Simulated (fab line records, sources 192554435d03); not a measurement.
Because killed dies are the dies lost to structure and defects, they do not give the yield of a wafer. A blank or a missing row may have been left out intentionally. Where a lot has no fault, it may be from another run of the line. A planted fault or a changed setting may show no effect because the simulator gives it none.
Which tool is to blame? :: flow n5Finfet :: route of 1938 steps, sampled at 1 step: 12 lots, 36 wafers

== WHAT THE GAUGES READ, wafer by wafer ==
N5_BEOL_M8_THK_MEAS_01.
lot: L074
measured: day 9 21:34
on: filmMetro-02
M8_ILD_THK (nm): 155.6 154.7 155.3

lot: L077
measured: day 10 04:55
on: filmMetro-01
M8_ILD_THK (nm): 152.6 153.7 155.4

lot: L079
measured: day 10 09:15
on: filmMetro-01
M8_ILD_THK (nm): 152.5 154.0 155.3

lot: L081
measured: day 11 05:26
on: filmMetro-02
M8_ILD_THK (nm): 153.8 153.9 154.5

lot: L083
measured: day 11 23:18
on: filmMetro-01
M8_ILD_THK (nm): 152.0 151.5 153.3

lot: L085
measured: day 12 10:27
on: filmMetro-01
M8_ILD_THK (nm): 151.6 156.0 156.1

lot: L088
measured: day 12 21:08
on: filmMetro-01
M8_ILD_THK (nm): 157.7 156.2 157.0

lot: L086
measured: day 13 00:40
on: filmMetro-01
M8_ILD_THK (nm): 154.1 154.0 156.0

lot: L092
measured: day 13 22:01
on: filmMetro-02
M8_ILD_THK (nm): 150.9 155.9 155.4

lot: L093
measured: day 14 01:47
on: filmMetro-02
M8_ILD_THK (nm): 153.3 154.9 156.5

lot: L094
measured: day 14 12:52
on: filmMetro-01
M8_ILD_THK (nm): 153.4 152.5 155.5

lot: L097
measured: day 14 23:35
on: filmMetro-01
M8_ILD_THK (nm): 155.7 154.8 154.8

== WHAT TOOL EACH LOT RAN ON (gives the tool, then ch and the chambers of the sampled wafers, and finally the start) ==
The record holds no process step before these readings.

== THE ANSWER, worked out from the rows above alone ==
Rule: the usual values come from the lots themselves. Put in order of their means at a reading, lots are off if they are a third of the lots or fewer, leave a main group of 4 or more, and stand apart from it by a gap of 3 or more times the standard deviation of the main group's means; of several such gaps the widest counts. If all means in a main group match to the digits the tables above print for the reading, that group is not used. Also off: a lot with no number at a reading for which 4 or more lots have one. Any other lot the step has rows for is counted as sound.
Nothing can be told from this: no lot is off at any reading shown.

== WHAT THE SIMULATOR PUT IN ==
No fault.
